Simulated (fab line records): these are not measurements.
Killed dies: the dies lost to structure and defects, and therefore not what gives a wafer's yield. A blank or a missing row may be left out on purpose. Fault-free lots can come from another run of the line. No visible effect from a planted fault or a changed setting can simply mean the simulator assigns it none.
Matching of chambers :: flow n5Finfet :: rieDiel-04 running N5_MOL_CONTACT_COAG_ETCHBACK_134: 4 sister chambers
The step etches SiO2 in CHF3, target depth 10 nm, time 6.7 s. 20 wafers are shown with their chamber, then 10 later ones without.

## WAFERS WITH THEIR CHAMBER
wafer: L074.2
chamber: 2
drypumpMotorCurrentA (A): 6.1
rfVppV (V): 535
throttleValvePct (%): 18.75

wafer: L074.3
chamber: 1
drypumpMotorCurrentA (A): 6.3
rfVppV (V): 513
throttleValvePct (%): 18.28

wafer: L074.6
chamber: 1
drypumpMotorCurrentA (A): 6.3
rfVppV (V): 513
throttleValvePct (%): 18.28

wafer: L076.1
chamber: 2
drypumpMotorCurrentA (A): 6.1
rfVppV (V): 535
throttleValvePct (%): 18.75

wafer: L076.3
chamber: 1
drypumpMotorCurrentA (A): 6.3
rfVppV (V): 513
throttleValvePct (%): 18.30

wafer: L076.5
chamber: 1
drypumpMotorCurrentA (A): 6.3
rfVppV (V): 512
throttleValvePct (%): 18.31

wafer: L077.2
chamber: 3
drypumpMotorCurrentA (A): 5.1
rfVppV (V): 542
throttleValvePct (%): 18.71

wafer: L077.3
chamber: 0
drypumpMotorCurrentA (A): 5.7
rfVppV (V): 514
throttleValvePct (%): 18.74

wafer: L077.4
chamber: 2
drypumpMotorCurrentA (A): 6.1
rfVppV (V): 535
throttleValvePct (%): 18.75

wafer: L078.2
chamber: 0
drypumpMotorCurrentA (A): 5.8
rfVppV (V): 516
throttleValvePct (%): 18.72

wafer: L078.3
chamber: 1
drypumpMotorCurrentA (A): 6.3
rfVppV (V): 514
throttleValvePct (%): 18.30

wafer: L078.6
chamber: 0
drypumpMotorCurrentA (A): 5.7
rfVppV (V): 516
throttleValvePct (%): 18.74

wafer: L079.1
chamber: 2
drypumpMotorCurrentA (A): 6.1
rfVppV (V): 534
throttleValvePct (%): 18.76

wafer: L079.4
chamber: 1
drypumpMotorCurrentA (A): 6.3
rfVppV (V): 514
throttleValvePct (%): 18.31

wafer: L079.6
chamber: 1
drypumpMotorCurrentA (A): 6.3
rfVppV (V): 514
throttleValvePct (%): 18.29

wafer: L082.1
chamber: 3
drypumpMotorCurrentA (A): 5.1
rfVppV (V): 540
throttleValvePct (%): 18.75

wafer: L082.2
chamber: 1
drypumpMotorCurrentA (A): 6.3
rfVppV (V): 512
throttleValvePct (%): 18.31

wafer: L082.5
chamber: 3
drypumpMotorCurrentA (A): 5.1
rfVppV (V): 541
throttleValvePct (%): 18.74

wafer: L091.1
chamber: 2
drypumpMotorCurrentA (A): 6.1
rfVppV (V): 535
throttleValvePct (%): 18.79

wafer: L091.2
chamber: 0
drypumpMotorCurrentA (A): 5.8
rfVppV (V): 524
throttleValvePct (%): 18.37

SIGNATURES (averages over the wafers above)
reading: drypumpMotorCurrentA
chamber 0: 5.750
chamber 1: 6.300
chamber 2: 6.100
chamber 3: 5.100
scatter within a chamber: 0.025

reading: rfVppV
chamber 0: 517.50
chamber 1: 513.12
chamber 2: 534.80
chamber 3: 541.00
scatter within a chamber: 2.04

reading: throttleValvePct
chamber 0: 18.6425
chamber 1: 18.2975
chamber 2: 18.7600
chamber 3: 18.7333
scatter within a chamber: 0.08
Rule: a wafer's distance from a chamber is the root of the sum, over the readings, of the square of ((its reading less the chamber's mean) divided by the reading's scatter). If the next closest chamber is less than 2 further off than the closest, the wafer can't be placed; otherwise it belongs to the closest. How the scatter is found: for the shown wafers, subtract from each reading the mean of its chamber, square and add these, divide the total by (wafers less chambers), then take the root.

## WAFERS WITHOUT THEIR CHAMBER
wafer: L091.4
drypumpMotorCurrentA (A): 5.1
rfVppV (V): 541
throttleValvePct (%): 18.75

wafer: L093.1
drypumpMotorCurrentA (A): 6.1
rfVppV (V): 535
throttleValvePct (%): 18.81

wafer: L093.3
drypumpMotorCurrentA (A): 5.1
rfVppV (V): 541
throttleValvePct (%): 18.79

wafer: L093.5
drypumpMotorCurrentA (A): 5.8
rfVppV (V): 524
throttleValvePct (%): 18.35

wafer: L095.3
drypumpMotorCurrentA (A): 6.3
rfVppV (V): 514
throttleValvePct (%): 18.37

wafer: L095.4
drypumpMotorCurrentA (A): 5.1
rfVppV (V): 541
throttleValvePct (%): 18.77

wafer: L095.6
drypumpMotorCurrentA (A): 6.1
rfVppV (V): 534
throttleValvePct (%): 18.81

wafer: L097.3
drypumpMotorCurrentA (A): 5.8
rfVppV (V): 524
throttleValvePct (%): 18.35

wafer: L097.5
drypumpMotorCurrentA (A): 5.1
rfVppV (V): 542
throttleValvePct (%): 18.78

wafer: L097.6
drypumpMotorCurrentA (A): 5.8
rfVppV (V): 525
throttleValvePct (%): 18.38

## THE CHAMBER EACH PASSED THROUGH
wafer: L091.4
from the rows above: 3
in truth: 3

wafer: L093.1
from the rows above: 2
in truth: 2

wafer: L093.3
from the rows above: 3
in truth: 3

wafer: L093.5
from the rows above: 0
in truth: 0

wafer: L095.3
from the rows above: 1
in truth: 1

wafer: L095.4
from the rows above: 3
in truth: 3

wafer: L095.6
from the rows above: 2
in truth: 2

wafer: L097.3
from the rows above: 0
in truth: 0

wafer: L097.5
from the rows above: 3
in truth: 3

wafer: L097.6
from the rows above: 0
in truth: 0
Correct placement for 10 of the 10. Left unplaced by these rows: 0. Wrongly placed: 0.
